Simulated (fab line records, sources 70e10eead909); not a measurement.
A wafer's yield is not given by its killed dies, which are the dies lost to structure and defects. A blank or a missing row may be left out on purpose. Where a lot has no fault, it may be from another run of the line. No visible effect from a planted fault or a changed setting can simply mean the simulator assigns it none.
fab line records	flow nandHarc
record: lots: 24	wafers: 72	lastDay: 33
route steps=1302 shown A_STAIRCASE@711
lots that met no fault: taken from a fault-free run of the same line
startH: hours from the record's first day to the start of the lot's first wafer shown	waitH: hours since the lot's step before	" the same as in the row above	L1.1+2: a row that stands for several wafers	- no value, or no start given	* or withheld: withheld	< > ~ a bound
route shown NAME@n: NAME is a module with steps in the file, n the number in the route of the first one	usual: the fault-free wafers' mean and standard deviation	same: alike in all rows	chamber/n: place in a boat	sites: readings site by site	_std_site: how widely they spread, as a standard deviation	_edge_site: mean of outer sites minus mean of inner sites	radiusMm: how far each site lies from the wafer's centre	mask NAME#n: copy n	behind: the tool/chamber that last shaped the wafer	hold: cause of the lot's hold/its duration in hours/its outcome	device: whichever transistor did not switch (one of n, p or np)	end of line: the route-end tests of the same wafers	a step with no rows: only its recipe	killed: at the first sort, the dies lost to defects and structure; wafer yield is something else	map: a wafer's dies, x killed, . not, _ none there
set.NAME: the setting as run; set.NAME@STEP: as run at that earlier step	model.NAME: the simulator's own value behind a step, which no gauge read
steps of the route over a sample of lots; a table a step, a row a wafer
services: a tool's chamber out of use, with start hour (startH, from the record's first day; less than 0 if before it), hours out, and reason
== steps ==
step: NHARC_A_STAIRCASE_ETCH_197
recipe: targetDepthA: 1000	timeS: 40.5	ionEnergyEv: 400	c4f8FlowSccm: 20	o2FlowSccm: 10	arFlowSccm: withheld	rfW: 600	biasW: 1000	chemistry: C4F8/O2
usual: oesProductAu: 0.952/0.018	rfVppV: 895/7.2
same: timeS: 40.5
lot.wafer	tool	chamber	startH	waitH	oesProductAu	rfHoursCounterH	rfVppV
L074.2	rieDiel-09	0	-	-	0.958	11	904
L074.6	"	3	"	"	0.942	-	904
L074.5	"	0	"	"	0.949	-	905
L076.2	rieDiel-12	3	-	-	0.964	33	885
L076.1	"	1	"	"	0.982	30	890
L076.6	"	0	"	"	0.961	-	900
L077.2	rieDiel-06	1	-	-	0.946	23	905
L077.1	"	0	"	"	0.961	22	890
L077.5	"	2	"	"	0.942	-	894
L078.3	rieDiel-06	2	-	-	0.928	28	895
L078.2	"	3	"	"	0.925	27	888
L078.6	"	1	"	"	0.928	-	904
L079.4	rieDiel-12	2	-	-	0.959	41	888
L079.3	"	3	"	"	0.954	42	887
L079.5	"	1	"	"	0.955	-	890
L081.2	rieDiel-09	0	-	-	0.973	29	904
L081.3	"	1	"	"	0.973	29	904
L081.5	"	3	"	"	0.945	-	904
L075.3	rieDiel-06	3	-	-	0.962	37	887
L075.2	"	0	"	"	0.981	33	889
L075.1	"	2	"	"	0.974	37	896
L082.2	rieDiel-12	0	-	-	0.998	46	897
L082.1	"	1	"	"	0.980	49	890
L082.4	"	2	"	"	0.968	52	890
L080.3	rieDiel-12	3	-	-	0.949	50	885
L080.1	"	1	"	"	0.931	50	889
L080.5	"	3	"	"	0.947	-	888
L083.2	rieDiel-09	0	-	-	0.989	36	904
L083.1	"	3	"	"	0.960	39	905
L083.6	"	1	"	"	0.977	-	903
L084.2	rieDiel-06	3	-	-	0.932	44	887
L084.1	"	2	"	"	0.940	45	894
L084.6	"	0	"	"	0.924	-	889
L085.1	rieDiel-12	2	-	-	0.950	4	889
L085.3	"	0	"	"	0.950	7	897
L085.6	"	2	"	"	0.940	-	888
L086.3	rieDiel-09	0	-	-	0.985	48	904
L086.1	"	2	"	"	0.953	48	887
L086.5	"	0	"	"	0.989	-	905
L087.1	rieDiel-06	0	-	-	0.929	1	888
L087.4	"	2	"	"	0.927	2	892
L087.6	"	0	"	"	0.920	-	888
L090.1	rieDiel-09	1	-	-	0.944	2	903
L090.3	"	0	"	"	0.963	2	904
L090.6	"	1	"	"	0.941	-	901
L089.1	rieDiel-06	2	-	-	0.940	11	893
L089.4	"	0	"	"	0.945	9	890
L089.5	"	3	"	"	0.941	-	887
L088.1	rieDiel-12	3	-	-	0.946	20	906
L088.6	"	0	"	"	0.943	-	897
L088.5	"	1	"	"	0.960	-	888
L092.2	rieDiel-06	0	-	-	0.957	16	890
L092.4	"	2	"	"	0.986	16	893
L092.3	"	3	"	"	0.957	15	887
L091.4	rieDiel-06	0	-	-	0.946	18	890
L091.2	"	3	"	"	0.969	17	887
L091.6	"	0	"	"	0.962	-	889
L093.3	rieDiel-12	0	-	-	0.934	32	899
L093.5	"	1	"	"	0.970	-	889
L093.6	"	2	"	"	0.955	-	888
L094.1	rieDiel-09	3	-	-	0.951	19	904
L094.4	"	0	"	"	0.994	17	902
L094.5	"	2	"	"	0.951	-	887
L096.3	rieDiel-12	2	-	-	0.935	40	889
L096.1	"	0	"	"	0.952	42	897
L096.5	"	1	"	"	0.951	-	887
L095.1	rieDiel-06	1	-	-	0.940	30	902
L095.5	"	3	"	"	0.938	-	886
L095.6	"	0	"	"	0.942	-	889
L097.1	rieDiel-09	0	-	-	0.942	26	904
L097.3	"	3	"	"	0.913	29	905
L097.6	"	1	"	"	0.932	-	903
step: NHARC_A_STAIRCASE_TRIM_198
recipe: timeS: 211.2	o2FlowSccm: 500	arFlowSccm: 0	biasW: 0	chemistry: O2
usual: drypumpMotorCurrentA: 5.7/0.5	oesProductAu: 1.001/0.009	rfVppV: 57.7/0.97	showerheadPlenumPTorr: 3.52/0.2	throttleValvePct: 17.035/0.009
same: timeS: 211.2
lot.wafer	tool	chamber	startH	waitH	drypumpMotorCurrentA	oesProductAu	rfHoursCounterH	rfVppV	showerheadPlenumPTorr	throttleValvePct
L074.2	rieDiel-09	2	-	-	5.6	0.994	9	58.2	3.32	17.018
L074.6	"	2	"	"	5.6	0.992	-	56.6	3.32	17.029
L074.5	"	3	"	"	6.3	1.000	-	57.1	3.77	17.044
L076.1	rieDiel-12	2	-	-	5.5	0.994	33	57.4	3.35	17.044
L076.2	"	0	"	"	6.3	1.009	29	59.2	3.60	17.039
L076.6	"	1	"	"	6.6	0.988	-	56.0	3.35	17.034
L077.1	rieDiel-06	2	-	-	4.9	1.008	27	58.9	3.48	17.037
L077.2	"	3	"	"	5.4	0.999	26	56.7	3.31	17.035
L077.5	"	1	"	"	5.2	0.999	-	59.3	3.76	17.054
L078.3	rieDiel-06	3	-	-	5.4	1.015	27	56.6	3.31	17.045
L078.2	"	2	"	"	4.9	1.018	28	57.9	3.48	17.026
L078.6	"	3	"	"	5.4	1.002	-	56.6	3.31	17.031
L079.4	rieDiel-12	1	-	-	6.6	1.003	38	58.3	3.34	17.027
L079.3	"	0	"	"	6.3	1.009	38	59.6	3.59	17.044
L079.5	"	2	"	"	5.5	0.995	-	58.7	3.35	17.029
L081.2	rieDiel-09	2	-	-	5.6	0.994	32	57.5	3.30	17.029
L081.3	"	3	"	"	6.3	0.989	33	58.4	3.76	17.025
L081.5	"	1	"	"	6.3	0.995	-	57.3	3.73	17.036
L075.1	rieDiel-06	0	-	-	5.4	1.002	33	57.1	3.36	17.031
L075.3	"	1	"	"	5.2	1.002	33	57.1	3.76	17.028
L075.2	"	2	"	"	4.9	1.008	37	59.6	3.47	17.038
L082.2	rieDiel-12	1	-	-	6.6	0.998	49	58.0	3.33	17.041
L082.4	"	3	"	"	5.8	1.001	49	56.4	3.27	17.041
L082.1	"	0	"	"	6.3	1.006	46	58.9	3.59	17.032
L080.1	rieDiel-12	2	-	-	5.5	1.001	53	57.4	3.34	17.035
L080.3	"	3	"	"	5.9	1.008	50	57.8	3.27	17.032
L080.5	"	2	"	"	5.4	1.001	-	56.4	3.34	17.038
L083.1	rieDiel-09	0	-	-	5.9	1.006	36	59.0	3.76	17.018
L083.2	"	2	"	"	5.6	0.987	38	57.9	3.30	17.052
L083.6	"	0	"	"	5.9	1.003	-	58.2	3.76	17.031
L084.1	rieDiel-06	0	-	-	5.4	1.002	40	57.4	3.35	17.038
L084.2	"	3	"	"	5.4	1.007	44	58.9	3.30	17.027
L084.6	"	0	"	"	5.4	1.000	-	57.1	3.35	17.043
L085.3	rieDiel-12	0	-	-	6.3	1.001	7	57.8	3.58	17.034
L085.1	"	1	"	"	6.6	1.013	7	56.8	3.33	17.015
L085.6	"	3	"	"	5.8	1.023	-	58.6	3.81	17.043
L086.1	rieDiel-09	3	-	-	6.2	0.996	49	57.6	3.75	17.039
L086.3	"	2	"	"	5.6	0.993	48	56.9	3.29	17.052
L086.5	"	3	"	"	6.2	0.998	-	58.8	3.75	17.044
L087.1	rieDiel-06	2	-	-	4.9	0.986	2	56.5	3.46	17.026
L087.4	"	3	"	"	5.4	0.985	2	56.6	3.30	17.041
L087.6	"	1	"	"	5.3	0.989	-	57.4	3.75	17.033
L090.3	rieDiel-09	0	-	-	5.9	1.003	2	58.1	3.75	17.025
L090.1	"	1	"	"	6.3	0.986	2	58.9	3.72	17.055
L090.6	"	0	"	"	5.9	1.008	-	59.0	3.75	17.018
L089.1	rieDiel-06	0	-	-	5.4	0.996	9	57.4	3.34	17.040
L089.4	"	1	"	"	5.3	0.993	10	58.6	3.74	17.036
L089.5	"	0	"	"	5.4	0.991	-	57.3	3.34	17.031
L088.1	rieDiel-12	1	-	-	6.6	1.023	24	56.6	3.32	17.028
L088.6	"	0	"	"	6.3	1.001	-	57.3	3.58	17.043
L088.5	"	1	"	"	6.6	1.014	-	56.7	3.32	17.040
L092.2	rieDiel-06	0	-	-	5.4	0.996	17	56.6	3.34	17.044
L092.4	"	1	"	"	5.2	1.003	17	57.7	3.74	17.030
L092.3	"	2	"	"	4.9	1.008	16	58.5	3.45	17.024
L091.2	rieDiel-06	0	-	-	5.4	1.008	18	56.4	3.34	17.036
L091.4	"	2	"	"	4.9	1.003	17	57.7	3.45	17.018
L091.6	"	0	"	"	5.4	1.003	-	57.4	3.34	17.016
L093.3	rieDiel-12	0	-	-	6.3	1.009	32	57.3	3.57	17.051
L093.5	"	2	"	"	5.4	0.995	-	56.8	3.33	17.032
L093.6	"	3	"	"	5.9	1.020	-	57.9	3.79	17.034
L094.1	rieDiel-09	0	-	-	5.9	1.004	17	58.4	3.74	17.028
L094.4	"	1	"	"	6.3	0.990	15	57.8	3.71	17.034
L094.5	"	1	"	"	6.3	0.994	-	57.1	3.71	17.034
L096.1	rieDiel-12	3	-	-	5.8	1.017	37	59.6	3.79	17.047
L096.3	"	1	"	"	6.6	1.009	45	57.2	3.31	17.040
L096.5	"	2	"	"	5.4	0.999	-	57.2	3.32	17.032
L095.1	rieDiel-06	0	-	-	5.4	0.994	28	57.3	3.33	17.028
L095.5	"	1	"	"	5.3	0.998	-	58.1	3.73	17.027
L095.6	"	2	"	"	4.9	0.999	-	59.4	3.45	17.040
L097.3	rieDiel-09	1	-	-	6.3	0.996	21	57.3	3.70	17.037
L097.1	"	2	"	"	5.6	1.004	24	58.7	3.28	17.040
L097.6	"	1	"	"	6.4	0.981	-	58.6	3.70	17.035
step: NHARC_A_STAIRCASE_ETCH_221
recipe: targetDepthA: 1000	timeS: 40.5	ionEnergyEv: 400	c4f8FlowSccm: 20	o2FlowSccm: 10	arFlowSccm: withheld	rfW: 600	biasW: 1000	chemistry: C4F8/O2
usual: oesProductAu: 0.940/0.012	rfVppV: 895/7.2
same: timeS: 40.5
lot.wafer	tool	chamber	startH	waitH	oesProductAu	rfHoursCounterH	rfVppV
L074.2	rieDiel-09	3	-	-	0.939	9	906
L074.5	"	2	"	"	0.932	-	890
L074.6	"	3	"	"	0.941	-	905
L076.1	rieDiel-09	3	-	-	0.923	16	905
L076.2	"	0	"	"	0.929	16	905
L076.6	"	0	"	"	0.928	-	903
L077.1	rieDiel-12	2	-	-	0.948	36	889
L077.2	"	3	"	"	0.967	35	886
L077.5	"	1	"	"	0.937	-	890
L078.3	rieDiel-12	3	-	-	0.939	36	885
L078.2	"	0	"	"	0.946	32	900
L078.6	"	3	"	"	0.941	-	888
L079.3	rieDiel-09	0	-	-	0.965	25	905
L079.4	"	1	"	"	0.948	25	903
L079.5	"	3	"	"	0.950	-	903
L081.3	rieDiel-12	2	-	-	0.942	48	888
L081.2	"	3	"	"	0.930	46	887
L081.5	"	1	"	"	0.933	-	890
L075.3	rieDiel-12	0	-	-	0.944	43	901
L075.2	"	1	"	"	0.933	45	889
L075.1	"	3	"	"	0.925	47	887
L082.1	rieDiel-09	3	-	-	0.954	36	904
L082.2	"	0	"	"	0.948	33	903
L082.4	"	1	"	"	0.939	32	903
L080.3	rieDiel-09	3	-	-	0.952	38	905
L080.1	"	0	"	"	0.972	34	905
L080.5	"	1	"	"	0.938	-	904
L083.2	rieDiel-06	1	-	-	0.925	41	903
L083.1	"	2	"	"	0.931	45	894
L083.6	"	0	"	"	0.922	-	888
L084.1	rieDiel-06	2	-	-	0.932	49	894
L084.2	"	3	"	"	0.935	47	888
L084.6	"	3	"	"	0.936	-	889
L085.3	rieDiel-12	3	-	-	0.965	5	905
L085.1	"	0	"	"	0.954	8	898
L085.6	"	3	"	"	0.972	-	907
L086.1	rieDiel-09	2	-	-	0.918	49	887
L086.3	"	3	"	"	0.943	50	905
L086.5	"	2	"	"	0.930	-	888
L087.4	rieDiel-06	3	-	-	0.919	2	888
L087.1	"	0	"	"	0.936	2	889
L087.6	"	3	"	"	0.926	-	888
L090.1	rieDiel-12	1	-	-	0.937	25	888
L090.3	"	3	"	"	0.936	20	905
L090.6	"	1	"	"	0.937	-	888
L089.4	rieDiel-12	0	-	-	0.931	22	897
L089.1	"	2	"	"	0.935	25	888
L089.5	"	0	"	"	0.933	-	899
L088.1	rieDiel-06	3	-	-	0.950	11	887
L088.6	"	0	"	"	0.964	-	891
L088.5	"	1	"	"	0.957	-	904
L092.3	rieDiel-06	0	-	-	0.943	18	889
L092.2	"	2	"	"	0.958	17	894
L092.4	"	3	"	"	0.953	17	887
L091.2	rieDiel-06	0	-	-	0.948	19	890
L091.4	"	1	"	"	0.937	20	902
L091.6	"	0	"	"	0.938	-	888
L093.3	rieDiel-06	2	-	-	0.944	23	893
L093.5	"	1	"	"	0.933	-	903
L093.6	"	2	"	"	0.943	-	894
L094.1	rieDiel-06	0	-	-	0.945	25	890
L094.4	"	2	"	"	0.952	25	894
L094.5	"	1	"	"	0.945	-	903
L096.3	rieDiel-06	0	-	-	0.946	26	888
L096.1	"	1	"	"	0.932	27	903
L096.5	"	0	"	"	0.938	-	890
L095.1	rieDiel-06	0	-	-	0.937	32	890
L095.5	"	0	"	"	0.937	-	889
L095.6	"	1	"	"	0.928	-	902
L097.1	rieDiel-06	0	-	-	0.931	33	887
L097.3	"	2	"	"	0.941	32	893
L097.6	"	0	"	"	0.934	-	888
step: NHARC_A_STAIRCASE_ETCH_227
recipe: targetDepthA: 1000	timeS: 40.5	ionEnergyEv: 400	c4f8FlowSccm: 20	o2FlowSccm: 10	arFlowSccm: withheld	rfW: 600	biasW: 1000	chemistry: C4F8/O2
usual: oesProductAu: 0.943/0.01	rfVppV: 895/7.2
same: timeS: 40.5
lot.wafer	tool	chamber	startH	waitH	oesProductAu	rfHoursCounterH	rfVppV
L074.2	rieDiel-09	3	-	-	0.959	10	904
L074.6	"	3	"	"	0.965	-	903
L074.5	"	0	"	"	0.953	-	905
L076.2	rieDiel-09	0	-	-	0.945	17	903
L076.1	"	1	"	"	0.945	16	904
L076.6	"	1	"	"	0.944	-	903
L077.2	rieDiel-12	1	-	-	0.941	33	889
L077.1	"	0	"	"	0.947	32	898
L077.5	"	1	"	"	0.944	-	889
L078.2	rieDiel-12	3	-	-	0.933	40	887
L078.3	"	1	"	"	0.932	36	888
L078.6	"	3	"	"	0.935	-	886
L079.3	rieDiel-09	3	-	-	0.930	28	905
L079.4	"	2	"	"	0.922	28	888
L079.5	"	0	"	"	0.945	-	903
L081.2	rieDiel-12	1	-	-	0.926	45	889
L081.3	"	2	"	"	0.944	48	889
L081.5	"	2	"	"	0.939	-	889
L075.3	rieDiel-12	1	-	-	0.924	49	889
L075.1	"	2	"	"	0.936	52	891
L075.2	"	0	"	"	0.948	46	897
L082.2	rieDiel-09	2	-	-	0.933	35	889
L082.1	"	3	"	"	0.938	36	903
L082.4	"	1	"	"	0.936	32	902
L080.1	rieDiel-09	3	-	-	0.944	38	903
L080.3	"	0	"	"	0.960	34	904
L080.5	"	3	"	"	0.946	-	905
L083.2	rieDiel-06	2	-	-	0.935	50	894
L083.1	"	3	"	"	0.937	48	887
L083.6	"	1	"	"	0.925	-	904
L084.2	rieDiel-06	1	-	-	0.939	46	903
L084.1	"	3	"	"	0.935	48	885
L084.6	"	2	"	"	0.943	-	893
L085.1	rieDiel-12	2	-	-	0.940	5	890
L085.3	"	1	"	"	0.959	8	887
L085.6	"	3	"	"	0.950	-	906
L086.1	rieDiel-09	1	-	-	0.941	48	904
L086.3	"	2	"	"	0.931	49	887
L086.5	"	0	"	"	0.935	-	904
L087.4	rieDiel-06	3	-	-	0.944	5	888
L087.1	"	0	"	"	0.953	4	889
L087.6	"	2	"	"	0.963	-	894
L090.3	rieDiel-12	0	-	-	0.945	21	900
L090.1	"	1	"	"	0.961	25	889
L090.6	"	1	"	"	0.953	-	889
L089.1	rieDiel-12	1	-	-	0.959	26	889
L089.4	"	3	"	"	0.967	21	906
L089.5	"	0	"	"	0.940	-	898
L088.1	rieDiel-06	3	-	-	0.925	11	888
L088.5	"	1	"	"	0.940	-	904
L088.6	"	2	"	"	0.950	-	893
L092.3	rieDiel-06	0	-	-	0.945	18	889
L092.4	"	2	"	"	0.939	17	894
L092.2	"	3	"	"	0.945	17	887
L091.4	rieDiel-06	0	-	-	0.965	19	890
L091.2	"	3	"	"	0.949	18	887
L091.6	"	0	"	"	0.960	-	889
L093.3	rieDiel-06	0	-	-	0.947	22	889
L093.5	"	0	"	"	0.937	-	888
L093.6	"	1	"	"	0.961	-	904
L094.1	rieDiel-06	3	-	-	0.927	24	885
L094.4	"	0	"	"	0.930	25	889
L094.5	"	2	"	"	0.954	-	894
L096.3	rieDiel-06	0	-	-	0.964	26	889
L096.1	"	1	"	"	0.951	28	903
L096.5	"	3	"	"	0.944	-	888
L095.1	rieDiel-06	2	-	-	0.939	31	892
L095.5	"	2	"	"	0.940	-	893
L095.6	"	3	"	"	0.934	-	887
L097.1	rieDiel-06	3	-	-	0.940	30	887
L097.3	"	0	"	"	0.942	33	889
L097.6	"	1	"	"	0.943	-	903
step: NHARC_A_STAIRCASE_ETCH_230
recipe: targetDepthA: 1000	timeS: 40.5	ionEnergyEv: 400	c4f8FlowSccm: 20	o2FlowSccm: 10	arFlowSccm: withheld	rfW: 600	biasW: 1000	chemistry: C4F8/O2
usual: oesProductAu: 0.949/0.021	rfVppV: 895/7.3
same: timeS: 40.5
lot.wafer	tool	chamber	startH	waitH	oesProductAu	rfHoursCounterH	rfVppV
L074.2	rieDiel-12	0	-	-	0.988	26	898
L074.5	"	2	"	"	0.958	-	891
L074.6	"	3	"	"	0.977	-	885
L076.2	rieDiel-06	1	-	-	0.972	22	904
L076.1	"	2	"	"	0.965	26	894
L076.6	"	1	"	"	0.961	-	904
L077.2	rieDiel-06	1	-	-	0.957	24	904
L077.1	"	0	"	"	0.947	22	890
L077.5	"	1	"	"	0.955	-	904
L078.3	rieDiel-06	1	-	-	0.981	27	903
L078.2	"	3	"	"	0.964	31	886
L078.6	"	1	"	"	0.980	-	905
L079.4	rieDiel-09	2	-	-	0.934	28	888
L079.3	"	0	"	"	0.955	26	903
L079.5	"	3	"	"	0.947	-	903
L081.3	rieDiel-09	0	-	-	0.934	30	905
L081.2	"	2	"	"	0.914	33	887
L081.5	"	0	"	"	0.924	-	905
L075.3	rieDiel-06	2	-	-	0.968	39	894
L075.1	"	0	"	"	0.937	35	889
L075.2	"	1	"	"	0.960	35	904
L082.1	rieDiel-06	2	-	-	0.990	40	894
L082.2	"	3	"	"	0.972	41	888
L082.4	"	0	"	"	0.958	36	890
L080.1	rieDiel-12	0	-	-	0.991	49	899
L080.3	"	3	"	"	0.985	51	886
L080.5	"	1	"	"	0.975	-	888
L083.1	rieDiel-09	2	-	-	0.913	41	888
L083.2	"	3	"	"	0.918	42	904
L083.6	"	2	"	"	0.905	-	889
L084.2	rieDiel-09	0	-	-	0.937	41	904
L084.1	"	1	"	"	0.919	41	903
L084.6	"	3	"	"	0.910	-	904
L085.3	rieDiel-06	1	-	-	0.956	52	904
L085.1	"	3	"	"	0.964	53	887
L085.6	"	0	"	"	0.949	-	889
L086.1	rieDiel-12	1	-	-	0.939	8	888
L086.3	"	0	"	"	0.925	8	900
L086.5	"	1	"	"	0.943	-	888
L087.1	rieDiel-12	2	-	-	0.922	19	889
L087.4	"	3	"	"	0.929	14	907
L087.6	"	2	"	"	0.921	-	889
L090.1	rieDiel-12	0	-	-	0.936	21	898
L090.3	"	1	"	"	0.953	25	889
L090.6	"	3	"	"	0.948	-	904
L089.1	rieDiel-09	0	-	-	0.987	5	905
L089.4	"	1	"	"	0.962	5	903
L089.5	"	0	"	"	0.981	-	905
L088.1	rieDiel-06	1	-	-	0.950	12	904
L088.5	"	0	"	"	0.940	-	890
L088.6	"	1	"	"	0.937	-	903
L092.4	rieDiel-12	3	-	-	0.944	26	906
L092.2	"	1	"	"	0.946	32	887
L092.3	"	2	"	"	0.926	30	887
L091.4	rieDiel-06	2	-	-	0.944	19	892
L091.2	"	1	"	"	0.952	20	902
L091.6	"	2	"	"	0.952	-	893
L093.3	rieDiel-12	1	-	-	0.971	37	889
L093.5	"	1	"	"	0.964	-	888
L093.6	"	2	"	"	0.968	-	889
L094.1	rieDiel-06	1	-	-	0.931	27	903
L094.4	"	3	"	"	0.927	24	888
L094.5	"	0	"	"	0.939	-	888
L096.1	rieDiel-06	3	-	-	0.942	24	885
L096.3	"	0	"	"	0.934	26	889
L096.5	"	2	"	"	0.940	-	893
L095.1	rieDiel-06	3	-	-	0.932	29	887
L095.5	"	2	"	"	0.934	-	892
L095.6	"	3	"	"	0.925	-	887
L097.1	rieDiel-12	2	-	-	0.966	49	889
L097.3	"	0	"	"	0.951	50	897
L097.6	"	1	"	"	0.942	-	889
step: NHARC_A_STAIRCASE_DESCUM_270
recipe: timeS: 3	o2FlowSccm: 200	arFlowSccm: 0	biasPowerW: 0	chemistry: O2
usual: drypumpMotorCurrentA: 6.0/0.41	oesProductAu: 1.000/0.0097	rfVppV: 57.9/0.95	showerheadPlenumPTorr: 1.93/0.12	throttleValvePct: 11.311/0.0078
same: timeS: 3
lot.wafer	tool	chamber	startH	waitH	drypumpMotorCurrentA	oesProductAu	rfHoursCounterH	rfVppV	showerheadPlenumPTorr	throttleValvePct
L074.2	rieDiel-12	3	368.52	-	5.8	1.008	30	57.5	1.77	11.298
L074.6	"	0	"	"	6.3	1.008	-	58.6	1.96	11.311
L074.5	"	1	"	"	6.6	0.984	-	58.1	1.81	11.320
L076.2	rieDiel-09	2	392.11	-	5.6	0.993	18	58.0	1.79	11.308
L076.1	"	0	"	"	5.9	1.013	19	61.0	2.05	11.308
L076.6	"	2	"	"	5.6	0.992	-	57.9	1.79	11.310
L077.1	rieDiel-09	2	397.75	-	5.6	0.992	23	56.4	1.79	11.319
L077.2	"	3	"	"	6.2	1.001	24	58.3	2.05	11.325
L077.5	"	2	"	"	5.6	0.994	-	56.2	1.79	11.312
L078.3	rieDiel-09	0	405.60	-	5.9	0.995	24	59.1	2.05	11.331
L078.2	"	2	"	"	5.6	0.981	26	57.9	1.78	11.309
L078.6	"	0	"	"	5.9	0.985	-	57.0	2.05	11.320
L079.4	rieDiel-09	3	417.52	-	6.3	0.994	29	58.1	2.05	11.305
L079.3	"	1	"	"	6.3	1.004	27	58.6	2.03	11.304
L079.5	"	3	"	"	6.2	0.996	-	58.5	2.05	11.314
L081.3	rieDiel-12	2	439.17	-	5.4	1.000	54	57.1	1.81	11.306
L081.2	"	1	"	"	6.6	0.996	51	56.4	1.80	11.314
L081.5	"	2	"	"	5.4	0.993	-	57.1	1.81	11.310
L075.3	rieDiel-06	2	441.37	-	4.9	1.007	41	57.5	1.88	11.309
L075.2	"	3	"	"	5.4	0.997	42	57.4	1.78	11.317
L075.1	"	0	"	"	5.4	0.990	37	57.2	1.81	11.306
L082.1	rieDiel-09	3	444.84	-	6.2	0.984	38	58.4	2.05	11.312
L082.2	"	1	"	"	6.3	1.002	33	58.9	2.03	11.317
L082.4	"	2	"	"	5.6	0.984	37	56.7	1.78	11.310
L080.3	rieDiel-09	2	454.35	-	5.6	0.993	42	56.5	1.78	11.312
L080.1	"	0	"	"	5.9	0.997	41	58.7	2.05	11.307
L080.5	"	2	"	"	5.6	0.985	-	56.9	1.78	11.307
L083.2	rieDiel-09	1	461.89	-	6.3	0.993	42	57.5	2.03	11.328
L083.1	"	0	"	"	5.9	1.005	43	58.9	2.05	11.316
L083.6	"	2	"	"	5.6	0.994	-	56.4	1.78	11.318
L084.1	rieDiel-09	2	463.87	-	5.6	0.978	46	57.6	1.78	11.326
L084.2	"	0	"	"	5.9	1.003	44	57.9	2.05	11.309
L084.6	"	1	"	"	6.3	0.996	-	58.5	2.03	11.313
L085.3	rieDiel-09	0	482.18	-	5.9	1.020	49	58.6	2.04	11.307
L085.1	"	2	"	"	5.6	0.988	49	58.4	1.78	11.304
L085.6	"	0	"	"	5.8	1.016	-	59.4	2.04	11.318
L086.1	rieDiel-12	3	489.98	-	5.9	1.011	9	58.5	2.07	11.303
L086.3	"	1	"	"	6.6	1.006	14	56.3	1.80	11.306
L086.5	"	3	"	"	5.9	1.005	-	57.3	2.07	11.298
L087.4	rieDiel-09	2	513.82	-	5.6	1.002	3	57.3	1.78	11.300
L087.1	"	1	"	"	6.3	0.998	3	56.8	2.02	11.314
L087.6	"	2	"	"	5.6	1.001	-	56.5	1.78	11.307
L090.1	rieDiel-12	1	522.87	-	6.6	1.015	28	57.5	1.79	11.298
L090.3	"	0	"	"	6.3	1.005	24	57.2	1.94	11.295
L090.6	"	2	"	"	5.5	0.989	-	57.3	1.80	11.324
L089.4	rieDiel-09	3	524.71	-	6.2	0.998	10	56.9	2.04	11.314
L089.1	"	0	"	"	5.9	1.007	10	57.2	2.04	11.313
L089.5	"	0	"	"	5.9	1.007	-	58.3	2.04	11.311
L088.1	rieDiel-12	0	525.53	-	6.3	1.008	26	58.3	1.94	11.316
L088.5	"	2	"	"	5.5	0.999	-	56.2	1.80	11.301
L088.6	"	3	"	"	5.9	1.020	-	58.9	2.07	11.309
L092.3	rieDiel-12	1	536.82	-	6.6	1.026	34	58.4	1.79	11.302
L092.4	"	2	"	"	5.4	1.008	31	57.5	1.80	11.298
L092.2	"	3	"	"	5.9	1.021	27	56.9	2.07	11.300
L091.2	rieDiel-06	1	539.07	-	5.2	1.004	22	58.3	2.03	11.302
L091.4	"	0	"	"	5.4	0.992	21	56.5	1.80	11.305
L091.6	"	1	"	"	5.2	1.008	-	57.8	2.03	11.306
L093.3	rieDiel-12	1	553.53	-	6.6	1.003	42	57.7	1.79	11.311
L093.5	"	0	"	"	6.3	0.996	-	57.1	1.94	11.310
L093.6	"	1	"	"	6.6	1.007	-	58.6	1.79	11.320
L094.1	rieDiel-12	2	574.34	-	5.4	0.996	42	55.9	1.79	11.315
L094.5	"	2	"	"	5.4	0.995	-	57.0	1.79	11.307
L094.4	"	3	"	"	5.9	1.025	-	57.5	2.06	11.322
L096.3	rieDiel-09	2	578.31	-	5.6	1.007	24	57.5	1.77	11.310
L096.1	"	0	"	"	5.8	1.008	26	59.1	2.03	11.325
L096.5	"	2	"	"	5.6	1.005	-	56.6	1.77	11.308
L095.1	rieDiel-09	2	590.66	-	5.6	1.008	27	57.8	1.77	11.317
L095.6	"	2	"	"	5.6	1.000	-	56.9	1.77	11.309
L095.5	"	3	"	"	6.3	1.005	-	59.4	2.03	11.308
L097.3	rieDiel-09	3	592.09	-	6.2	1.007	33	58.2	2.03	11.313
L097.1	"	0	"	"	5.9	1.003	31	59.6	2.03	11.319
L097.6	"	2	"	"	5.6	1.003	-	56.0	1.77	11.316
== services ==
tool	chamber	startH	hours	kind
rieDiel-06	0	341.60	-	clean
rieDiel-06	1	341.60	-	clean
rieDiel-06	2	341.60	-	clean
rieDiel-06	3	341.60	-	clean
rieDiel-06	0	366.34	-	clean
rieDiel-06	1	366.34	-	clean
rieDiel-06	2	366.34	-	clean
rieDiel-06	3	366.34	-	clean
rieDiel-12	2	373.76	4.8	repair
rieDiel-06	0	390.84	-	clean
rieDiel-06	1	390.84	-	clean
rieDiel-06	2	390.84	-	clean
rieDiel-06	3	390.84	-	clean
rieDiel-12	-	411.42	2.4	repair
rieDiel-06	0	415.34	-	clean
rieDiel-06	1	415.34	-	clean
rieDiel-06	2	415.34	-	clean
rieDiel-06	3	415.34	-	clean
rieDiel-06	0	439.84	-	clean
rieDiel-06	1	439.84	-	clean
rieDiel-06	2	439.84	-	clean
rieDiel-12	-	445.52	9.0	pm
rieDiel-06	-	485.10	9.0	pm
rieDiel-09	-	497.45	9.0	pm
== key ==
fault none
